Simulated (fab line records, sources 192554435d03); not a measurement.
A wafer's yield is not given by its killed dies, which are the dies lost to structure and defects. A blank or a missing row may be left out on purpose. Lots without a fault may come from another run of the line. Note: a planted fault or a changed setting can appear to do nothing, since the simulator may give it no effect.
Matching of chambers / flow n5Finfet / 3 sister chambers for N5_BEOL_M11_PECVD_70 on pecvd-01
The step deposits SiO2 from TEOS/O2, target thk 20 nm, time 22.7 s. 22 wafers are shown with their chamber, then 11 later ones without.

WAFERS, EACH WITH ITS CHAMBER
wafer=L074.1; chamber=1; showerheadPlenumPTorr (Torr)=8.82; showerheadVppV (V)=1285; heaterPowerW (W)=896
wafer=L074.3; chamber=0; showerheadPlenumPTorr (Torr)=8.73; showerheadVppV (V)=1261; heaterPowerW (W)=662
wafer=L074.6; chamber=2; showerheadPlenumPTorr (Torr)=8.83; showerheadVppV (V)=1361; heaterPowerW (W)=745
wafer=L075.1; chamber=2; showerheadPlenumPTorr (Torr)=8.85; showerheadVppV (V)=1322; heaterPowerW (W)=642
wafer=L075.2; chamber=1; showerheadPlenumPTorr (Torr)=8.82; showerheadVppV (V)=1311; heaterPowerW (W)=863
wafer=L075.3; chamber=0; showerheadPlenumPTorr (Torr)=8.73; showerheadVppV (V)=1254; heaterPowerW (W)=554
wafer=L075.4; chamber=0; showerheadPlenumPTorr (Torr)=8.73; showerheadVppV (V)=1263; heaterPowerW (W)=571
wafer=L075.5; chamber=2; showerheadPlenumPTorr (Torr)=8.83; showerheadVppV (V)=1323; heaterPowerW (W)=647
wafer=L075.6; chamber=1; showerheadPlenumPTorr (Torr)=8.85; showerheadVppV (V)=1287; heaterPowerW (W)=848
wafer=L079.2; chamber=0; showerheadPlenumPTorr (Torr)=8.74; showerheadVppV (V)=1286; heaterPowerW (W)=653
wafer=L079.4; chamber=0; showerheadPlenumPTorr (Torr)=8.73; showerheadVppV (V)=1278; heaterPowerW (W)=659
wafer=L079.6; chamber=0; showerheadPlenumPTorr (Torr)=8.73; showerheadVppV (V)=1279; heaterPowerW (W)=648
wafer=L083.2; chamber=0; showerheadPlenumPTorr (Torr)=8.73; showerheadVppV (V)=1273; heaterPowerW (W)=678
wafer=L083.3; chamber=1; showerheadPlenumPTorr (Torr)=8.84; showerheadVppV (V)=1287; heaterPowerW (W)=873
wafer=L083.4; chamber=0; showerheadPlenumPTorr (Torr)=8.74; showerheadVppV (V)=1271; heaterPowerW (W)=682
wafer=L085.1; chamber=0; showerheadPlenumPTorr (Torr)=8.73; showerheadVppV (V)=1266; heaterPowerW (W)=552
wafer=L085.2; chamber=2; showerheadPlenumPTorr (Torr)=8.83; showerheadVppV (V)=1320; heaterPowerW (W)=750
wafer=L085.3; chamber=1; showerheadPlenumPTorr (Torr)=8.81; showerheadVppV (V)=1303; heaterPowerW (W)=783
wafer=L086.1; chamber=1; showerheadPlenumPTorr (Torr)=8.83; showerheadVppV (V)=1284; heaterPowerW (W)=889
wafer=L086.2; chamber=0; showerheadPlenumPTorr (Torr)=8.73; showerheadVppV (V)=1268; heaterPowerW (W)=675
wafer=L086.4; chamber=2; showerheadPlenumPTorr (Torr)=8.82; showerheadVppV (V)=1330; heaterPowerW (W)=665
wafer=L089.2; chamber=0; showerheadPlenumPTorr (Torr)=8.70; showerheadVppV (V)=1276; heaterPowerW (W)=595

SIGNATURES (averages over the wafers above)
reading=showerheadPlenumPTorr; chamber 0=8.7291; chamber 1=8.8283; chamber 2=8.8320; scatter within a chamber=0.0118
reading=showerheadVppV; chamber 0=1270.45; chamber 1=1292.83; chamber 2=1331.20; scatter within a chamber=11.8
reading=heaterPowerW; chamber 0=629.91; chamber 1=858.67; chamber 2=689.80; scatter within a chamber=49.3
Rule: for each reading, subtract the chamber's mean from the wafer's reading, divide by that reading's scatter and square the result; add these up over the readings and take the root, which gives the wafer's distance from the chamber. If the next closest chamber is less than 2 further off than the closest, the wafer can't be placed; otherwise it belongs to the closest. The scatter: take each reading less its chamber's mean, square it, sum over the shown wafers, divide by the number of wafers less the number of chambers, and take the root.

WAFERS WHOSE CHAMBER IS MISSING
wafer=L089.5; showerheadPlenumPTorr (Torr)=8.75; showerheadVppV (V)=1269; heaterPowerW (W)=595
wafer=L089.6; showerheadPlenumPTorr (Torr)=8.86; showerheadVppV (V)=1289; heaterPowerW (W)=811
wafer=L092.1; showerheadPlenumPTorr (Torr)=8.84; showerheadVppV (V)=1300; heaterPowerW (W)=858
wafer=L092.2; showerheadPlenumPTorr (Torr)=8.81; showerheadVppV (V)=1348; heaterPowerW (W)=768
wafer=L092.4; showerheadPlenumPTorr (Torr)=8.85; showerheadVppV (V)=1301; heaterPowerW (W)=886
wafer=L094.3; showerheadPlenumPTorr (Torr)=8.82; showerheadVppV (V)=1330; heaterPowerW (W)=799
wafer=L094.4; showerheadPlenumPTorr (Torr)=8.75; showerheadVppV (V)=1270; heaterPowerW (W)=630
wafer=L094.5; showerheadPlenumPTorr (Torr)=8.82; showerheadVppV (V)=1295; heaterPowerW (W)=886
wafer=L097.1; showerheadPlenumPTorr (Torr)=8.84; showerheadVppV (V)=1340; heaterPowerW (W)=724
wafer=L097.2; showerheadPlenumPTorr (Torr)=8.75; showerheadVppV (V)=1266; heaterPowerW (W)=643
wafer=L097.5; showerheadPlenumPTorr (Torr)=8.79; showerheadVppV (V)=1337; heaterPowerW (W)=720

WHICH CHAMBER EACH WENT THROUGH
wafer=L089.5; from the rows above=0; in truth=0
wafer=L089.6; from the rows above=1; in truth=1
wafer=L092.1; from the rows above=1; in truth=1
wafer=L092.2; from the rows above=2; in truth=2
wafer=L092.4; from the rows above=1; in truth=1
wafer=L094.3; from the rows above=can't be placed: 2 or 1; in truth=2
wafer=L094.4; from the rows above=0; in truth=0
wafer=L094.5; from the rows above=1; in truth=1
wafer=L097.1; from the rows above=2; in truth=2
wafer=L097.2; from the rows above=0; in truth=0
wafer=L097.5; from the rows above=2; in truth=2
Correct placement for 10 of the 11. Cannot be placed on the basis of these rows: 1; the candidates contain the true chamber in 1. Placed wrongly: 0.
